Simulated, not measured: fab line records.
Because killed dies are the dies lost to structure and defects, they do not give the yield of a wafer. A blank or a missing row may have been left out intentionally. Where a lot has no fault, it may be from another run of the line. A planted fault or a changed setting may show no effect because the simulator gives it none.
Lot-split experiment :: flow n5_finfet :: 21 wafers read from 7 lots, route of 1938 steps

THE SPLIT ITSELF
At N5_BEOL_M14_SPUTTER_43 (material TaN, target thk 15 nm, time 24.19 s), the setting power_w was moved away from the recipe's 15000 W on 5 of the 21 wafers read, by +5.8% to +15.7%. This setting was run at the recipe's value on the other wafers.

Reading taken at the split's own step.

THE READING
TaN_of_BEOL_M14_SPUTTER_43.thk_nm (the simulator's own value, which no gauge read), in nm, at N5_BEOL_M14_SPUTTER_43 (material TaN, target thk 15 nm, time 24.19 s). No usual value for it is given in the file. Here, 16 wafers ran the recipe; their average is 14.8 nm with a standard deviation of 0.36 nm.

wafer: L074.1
tool, chamber at the split: pvd_sputter-01, -
power_w as run, W: 17350
against the recipe: +15.7%
TaN_of_BEOL_M14_SPUTTER_43.thk_nm, nm: 17.2
against lot-mates on the recipe: +2.3

wafer: L074.2
tool, chamber at the split: pvd_sputter-01, -
power_w as run, W: 15000
against the recipe: recipe
TaN_of_BEOL_M14_SPUTTER_43.thk_nm, nm: 15
against lot-mates on the recipe: -

wafer: L074.5
tool, chamber at the split: pvd_sputter-01, -
power_w as run, W: 15000
against the recipe: recipe
TaN_of_BEOL_M14_SPUTTER_43.thk_nm, nm: 14.8
against lot-mates on the recipe: -

wafer: L075.1
tool, chamber at the split: pvd_sputter-03, -
power_w as run, W: 15000
against the recipe: recipe
TaN_of_BEOL_M14_SPUTTER_43.thk_nm, nm: 15
against lot-mates on the recipe: -

wafer: L075.2
tool, chamber at the split: pvd_sputter-03, -
power_w as run, W: 15000
against the recipe: recipe
TaN_of_BEOL_M14_SPUTTER_43.thk_nm, nm: 15
against lot-mates on the recipe: -

wafer: L075.6
tool, chamber at the split: pvd_sputter-03, -
power_w as run, W: 15870
against the recipe: +5.8%
TaN_of_BEOL_M14_SPUTTER_43.thk_nm, nm: 16
against lot-mates on the recipe: +1.0

wafer: L079.4
tool, chamber at the split: pvd_sputter-02, -
power_w as run, W: 15000
against the recipe: recipe
TaN_of_BEOL_M14_SPUTTER_43.thk_nm, nm: 14
against lot-mates on the recipe: -

wafer: L079.5
tool, chamber at the split: pvd_sputter-02, -
power_w as run, W: 15000
against the recipe: recipe
TaN_of_BEOL_M14_SPUTTER_43.thk_nm, nm: 14.2
against lot-mates on the recipe: -

wafer: L079.6
tool, chamber at the split: pvd_sputter-02, -
power_w as run, W: 15000
against the recipe: recipe
TaN_of_BEOL_M14_SPUTTER_43.thk_nm, nm: 14.2
against lot-mates on the recipe: -

wafer: L080.1
tool, chamber at the split: pvd_sputter-02, -
power_w as run, W: 15000
against the recipe: recipe
TaN_of_BEOL_M14_SPUTTER_43.thk_nm, nm: 15.2
against lot-mates on the recipe: -

wafer: L080.4
tool, chamber at the split: pvd_sputter-02, -
power_w as run, W: 16310
against the recipe: +8.7%
TaN_of_BEOL_M14_SPUTTER_43.thk_nm, nm: 16
against lot-mates on the recipe: +0.9

wafer: L080.5
tool, chamber at the split: pvd_sputter-02, -
power_w as run, W: 15000
against the recipe: recipe
TaN_of_BEOL_M14_SPUTTER_43.thk_nm, nm: 15
against lot-mates on the recipe: -

wafer: L085.1
tool, chamber at the split: pvd_sputter-02, -
power_w as run, W: 15000
against the recipe: recipe
TaN_of_BEOL_M14_SPUTTER_43.thk_nm, nm: 14.6
against lot-mates on the recipe: -

wafer: L085.3
tool, chamber at the split: pvd_sputter-02, -
power_w as run, W: 15000
against the recipe: recipe
TaN_of_BEOL_M14_SPUTTER_43.thk_nm, nm: 15.2
against lot-mates on the recipe: -

wafer: L085.6
tool, chamber at the split: pvd_sputter-02, -
power_w as run, W: 16460
against the recipe: +9.7%
TaN_of_BEOL_M14_SPUTTER_43.thk_nm, nm: 16.6
against lot-mates on the recipe: +1.7

wafer: L087.1
tool, chamber at the split: pvd_sputter-03, -
power_w as run, W: 15000
against the recipe: recipe
TaN_of_BEOL_M14_SPUTTER_43.thk_nm, nm: 14.8
against lot-mates on the recipe: -

wafer: L087.3
tool, chamber at the split: pvd_sputter-03, -
power_w as run, W: 15000
against the recipe: recipe
TaN_of_BEOL_M14_SPUTTER_43.thk_nm, nm: 15
against lot-mates on the recipe: -

wafer: L087.5
tool, chamber at the split: pvd_sputter-03, -
power_w as run, W: 15000
against the recipe: recipe
TaN_of_BEOL_M14_SPUTTER_43.thk_nm, nm: 14.6
against lot-mates on the recipe: -

wafer: L096.1
tool, chamber at the split: pvd_sputter-03, -
power_w as run, W: 15000
against the recipe: recipe
TaN_of_BEOL_M14_SPUTTER_43.thk_nm, nm: 14.8
against lot-mates on the recipe: -

wafer: L096.3
tool, chamber at the split: pvd_sputter-03, -
power_w as run, W: 16770
against the recipe: +11.8%
TaN_of_BEOL_M14_SPUTTER_43.thk_nm, nm: 16.8
against lot-mates on the recipe: +1.8

wafer: L096.4
tool, chamber at the split: pvd_sputter-03, -
power_w as run, W: 15000
against the recipe: recipe
TaN_of_BEOL_M14_SPUTTER_43.thk_nm, nm: 15.2
against lot-mates on the recipe: -

THE FIT
A straight line over all 21 wafers: TaN_of_BEOL_M14_SPUTTER_43.thk_nm changes by +0.163 nm for each +1% of power_w; r = +0.92; the points scatter about the line by 0.35 nm.
The same after taking each lot's own level away (the mean of its wafers on the recipe; 21 wafers): +0.148 nm for each +1%; r = +0.97; scatter 0.19 nm.
The reading moves by 2.3 nm for the largest change in power_w, on that fit.
Across the lots, their own levels run from 14.13 to 15.10 nm, a range of 2.7 times the standard deviation given above.
Hence the slope depends on the lot-to-lot level, as the two fits are not the same.
Check: +2.34 nm against its lot-mates is what the line predicts for one of the wafers moved furthest among these (+15.7%) when that wafer is left out of the fit. It came out at +2.3 nm against them.

THE OTHER SPLITS THESE WAFERS WENT THROUGH
Note: prior to the reading, these wafers also went through further splits. Each is held against what the fit with the lots' levels taken away leaves over:
other split on the same wafers: N5_BEOL_M12_SPUTTER_44 power_w
wafers away from the commonest value: 9
r with TaN_of_BEOL_M14_SPUTTER_43.thk_nm (lot level and that fit taken away): -0.04

other split on the same wafers: N5_BEOL_M13_COAT_58 spin_rpm
wafers away from the commonest value: 8
r with TaN_of_BEOL_M14_SPUTTER_43.thk_nm (lot level and that fit taken away): -0.36

THE FILE'S OWN FIT
TaN_of_BEOL_M14_SPUTTER_43.thk_nm changes by +0.148 nm for each +1% of power_w, r = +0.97.
